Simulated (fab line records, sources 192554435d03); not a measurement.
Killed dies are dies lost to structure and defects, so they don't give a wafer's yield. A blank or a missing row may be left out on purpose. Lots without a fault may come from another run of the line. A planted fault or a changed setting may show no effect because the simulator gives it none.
Which tool did it? | flow n5_finfet | 11 lots, 33 wafers sampled, at 4 steps of a route of 1938

WHAT THE GAUGES READ, wafer by wafer
The record holds no reading of a measuring or inspecting step that can be judged against a usual standard deviation.

WHICH TOOL RAN EACH LOT (tool, then ch and the chambers of the sampled wafers, then the start)
lot  | N5_FIN_SAQP_HM_DEP_72          | N5_FIN_SAQP_SPACER1_ETCHBACK_25   | N5_FIN_SAQP_COAT_68              | N5_FIN_SAQP_ETCH_69
L404 | pecvd-01 ch 0,1, day 1 21:59   | rie_diel-05 ch 0,2,3, day 2 00:44 | litho_track-05 ch 0, day 2 01:36 | rie_diel-02 ch 1,2,3, day 2 01:39
L405 | pecvd-03 ch 0,1,2, day 2 03:41 | rie_diel-05 ch 0,2,3, day 2 06:49 | litho_track-05 ch 0, day 2 07:40 | rie_diel-04 ch 1,2, day 2 07:44
L406 | pecvd-01 ch 0,1, day 2 08:40   | rie_diel-05 ch 0,3, day 2 11:02   | litho_track-04 ch 0, day 2 11:53 | rie_diel-05 ch 0,2,3, day 2 11:58
L408 | pecvd-03 ch 1,2, day 3 00:05   | rie_diel-05 ch 2,3, day 3 02:26   | litho_track-04 ch 0, day 3 03:17 | rie_diel-04 ch 0,1,3, day 3 03:26
L411 | pecvd-01 ch 0,1,2, day 3 15:56 | rie_diel-02 ch 0,1,2, day 3 18:17 | litho_track-05 ch 0, day 3 19:08 | rie_diel-02 ch 0,2,3, day 3 19:12
L415 | pecvd-03 ch 0,2, day 4 15:50   | rie_diel-05 ch 0,1, day 4 19:19   | litho_track-01 ch 0, day 4 20:19 | rie_diel-05 ch 0,1,2, day 4 20:22
L416 | pecvd-02 ch 0,1, day 5 00:01   | rie_diel-04 ch 1,2,3, day 5 03:41 | litho_track-01 ch 0, day 5 04:33 | rie_diel-02 ch 1,3, day 5 04:37
L417 | pecvd-01 ch 0,2, day 5 04:37   | rie_diel-02 ch 1,3, day 5 06:55   | litho_track-05 ch 0, day 5 07:47 | rie_diel-05 ch 1,2, day 5 07:50
L418 | pecvd-03 ch 0,1, day 5 09:15   | rie_diel-05 ch 2,3, day 5 11:55   | litho_track-05 ch 0, day 5 12:47 | rie_diel-04 ch 2,3, day 5 12:50
L424 | pecvd-02 ch 0,1, day 7 11:50   | rie_diel-05 ch 1,2, day 7 14:52   | litho_track-04 ch 0, day 7 15:45 | rie_diel-04 ch 0,2, day 7 15:49
L425 | pecvd-02 ch 0,1, day 7 12:31   | rie_diel-02 ch 0,1,3, day 7 17:03 | litho_track-04 ch 0, day 7 17:54 | rie_diel-04 ch 0,2, day 7 18:02
- N5_FIN_SAQP_HM_DEP_72: deposits SiO2 from SiH4/N2O, target thk 12 nm, time 7.2 s.
- N5_FIN_SAQP_SPACER1_ETCHBACK_25: etches SiO2 in CHF3/O2, target depth 24.4 nm, time 12.2 s.
- N5_FIN_SAQP_COAT_68: time 60 s, resist thk 100 nm.
- N5_FIN_SAQP_ETCH_69: etches SOC in N2/H2, stops on SiNx, target depth 150 nm.

WHAT THE TOOLS THEMSELVES READ (means of the sampled wafers that have a number; where no wafer has one, the mark that the record gives instead)
N5_FIN_SAQP_HM_DEP_72. Usual: heater_power_w 827 W, standard deviation 110; rf_fwd_power_W 272.8 W, standard deviation 1.2; showerhead_plenum_p_Torr 8.11 Torr, standard deviation 0.15; showerhead_vpp_V 1017 V, standard deviation 46.
lot  | tool     | heater_power_w (W) | rf_fwd_power_W (W) | showerhead_plenum_p_Torr (Torr) | showerhead_vpp_V (V) | flag
L404 | pecvd-01 | 811                | 271.9              | 8.12                            | 1022                 |
L405 | pecvd-03 | 802                | 272.5              | 8.23                            | 1032                 |
L406 | pecvd-01 | 921                | 273.8              | 8.07                            | 1005                 |
L408 | pecvd-03 | 805                | 273.6              | 8.22                            | 1043                 |
L411 | pecvd-01 | 844                | 272.4              | 8.05                            | 1010                 |
L415 | pecvd-03 | 820                | 271.8              | 8.16                            | 1077                 |
L416 | pecvd-02 | 825                | 271.6              | 7.94                            | 1023                 |
L417 | pecvd-01 | 838                | 271.7              | 8.06                            | 1000                 |
L418 | pecvd-03 | 683                | 274.1              | 8.31                            | 992                  |
L424 | pecvd-02 | 741                | 272.8              | 7.96                            | 1039                 |
L425 | pecvd-02 | 804                | 272.0              | 7.95                            | 1036                 |

N5_FIN_SAQP_SPACER1_ETCHBACK_25. Usual: drypump_motor_current_A 5.8 A, standard deviation 0.39; oes_o_777_au 0.77 a.u., standard deviation 0.056; oes_product_au 0.77 a.u., standard deviation 0.059; rf_fwd_power_W 645.5 W, standard deviation 2.1; rf_vpp_V 525 V, standard deviation 3.5; showerhead_plenum_p_Torr 2.44 Torr, standard deviation 0.049; throttle_valve_pct 18.82 %, standard deviation 0.14.
lot  | tool        | drypump_motor_current_A (A) | oes_o_777_au (a.u.) | oes_product_au (a.u.) | rf_fwd_power_W (W) | rf_vpp_V (V) | showerhead_plenum_p_Torr (Torr) | throttle_valve_pct (%) | flag
L404 | rie_diel-05 | 5.8                         | 0.78                | 0.79                  | 646.3              | 524          | 2.46                            | 18.77                  |
L405 | rie_diel-05 | 5.8                         | 0.78                | 0.78                  | 645.8              | 524          | 2.46                            | 18.76                  |
L406 | rie_diel-05 | 5.7                         | 0.78                | 0.78                  | 647.0              | 524          | 2.49                            | 18.79                  |
L408 | rie_diel-05 | 5.6                         | 0.77                | 0.77                  | 646.1              | 524          | 2.48                            | 18.75                  |
L411 | rie_diel-02 | 5.6                         | 0.81                | 0.82                  | 645.9              | 530          | 2.43                            | 18.92                  |
L415 | rie_diel-05 | 6.2                         | 0.82                | 0.82                  | 645.9              | 523          | 2.41                            | 18.77                  |
L416 | rie_diel-04 | 5.6                         | 0.73                | 0.72                  | 646.3              | 525          | 2.46                            | 18.90                  |
L417 | rie_diel-02 | 5.8                         | 0.72                | 0.73                  | 641.0              | 532          | 2.46                            | 19.01                  |
L418 | rie_diel-05 | 5.6                         | 0.75                | 0.75                  | 644.2              | 524          | 2.44                            | 18.76                  |
L424 | rie_diel-05 | 5.9                         | 0.78                | 0.77                  | 647.3              | 525          | 2.39                            | 18.68                  |
L425 | rie_diel-02 | 5.9                         | 0.76                | 0.78                  | 643.7              | 531          | 2.45                            | 18.95                  |

N5_FIN_SAQP_COAT_68. Usual: spin_speed_rpm 1499.9 rpm, standard deviation 0.79.
lot  | tool           | spin_speed_rpm (rpm) | flag
L404 | litho_track-05 | 1499.1               |
L405 | litho_track-05 | 1500.2               |
L406 | litho_track-04 | 1499.8               |
L408 | litho_track-04 | 1499.6               |
L411 | litho_track-05 | 1500.4               |
L415 | litho_track-01 | 1499.9               |
L416 | litho_track-01 | 1500.3               |
L417 | litho_track-05 | 1500.2               |
L418 | litho_track-05 | 1499.7               |
L424 | litho_track-04 | 1211.7               | OFF
L425 | litho_track-04 | 1213.3               | OFF

N5_FIN_SAQP_ETCH_69. Usual: drypump_motor_current_A 5.8 A, standard deviation 0.43; oes_product_au 0.76 a.u., standard deviation 0.067; rf_fwd_power_W 843 W, standard deviation 3; rf_vpp_V 241.1 V, standard deviation 1; showerhead_plenum_p_Torr 2.57 Torr, standard deviation 0.048; throttle_valve_pct 17.78 %, standard deviation 0.19.
lot  | tool        | drypump_motor_current_A (A) | oes_product_au (a.u.) | rf_fwd_power_W (W) | rf_vpp_V (V) | showerhead_plenum_p_Torr (Torr) | throttle_valve_pct (%) | flag
L404 | rie_diel-02 | 5.5                         | 0.76                  | 843                | 240.9        | 2.59                            | 17.94                  |
L405 | rie_diel-04 | 5.9                         | 0.76                  | 844                | 241.1        | 2.57                            | 17.71                  |
L406 | rie_diel-05 | 5.8                         | 0.77                  | 842                | 240.6        | 2.59                            | 17.64                  |
L408 | rie_diel-04 | 5.6                         | 0.71                  | 844                | 240.8        | 2.60                            | 17.80                  |
L411 | rie_diel-02 | 5.6                         | 0.79                  | 842                | 241.5        | 2.59                            | 17.88                  |
L415 | rie_diel-05 | 6.1                         | 0.81                  | 845                | 240.8        | 2.53                            | 17.57                  |
L416 | rie_diel-02 | 5.7                         | 0.74                  | 844                | 241.0        | 2.58                            | 17.92                  |
L417 | rie_diel-05 | 5.9                         | 0.78                  | 846                | 240.6        | 2.52                            | 17.52                  |
L418 | rie_diel-04 | 5.6                         | 0.71                  | 841                | 240.5        | 2.60                            | 17.91                  |
L424 | rie_diel-04 | 6.1                         | 0.70                  | 846                | 240.0        | 2.52                            | 17.76                  |
L425 | rie_diel-04 | 6.1                         | 0.70                  | 844                | 241.2        | 2.52                            | 17.77                  |

THE ANSWER, worked out from the rows above alone
Rule: a lot is off if the mean of its wafers that have a number lies more than 3 standard deviations from the usual mean. A lot without any number at a reading at which 4 lots or more have one is off too. The other lots that the step has rows for count as sound. The gauges are gone through in route order, then the tools' own readings, and for those a lot's mean is taken as printed above. The first step at which some lot is off is used, and at that step the reading that is off furthest; a lot without a number counts as furthest.
Off: L424, L425, at N5_FIN_SAQP_COAT_68 (spin_speed_rpm).
A tool fits if, at that step or a process step before it, it ran every lot that is off, and no sound lot after the first of them. Can't be told from this: 2 tools fit, pecvd-02 at N5_FIN_SAQP_HM_DEP_72, litho_track-04 at N5_FIN_SAQP_COAT_68.

WHAT THE SIMULATOR HAD PUT IN
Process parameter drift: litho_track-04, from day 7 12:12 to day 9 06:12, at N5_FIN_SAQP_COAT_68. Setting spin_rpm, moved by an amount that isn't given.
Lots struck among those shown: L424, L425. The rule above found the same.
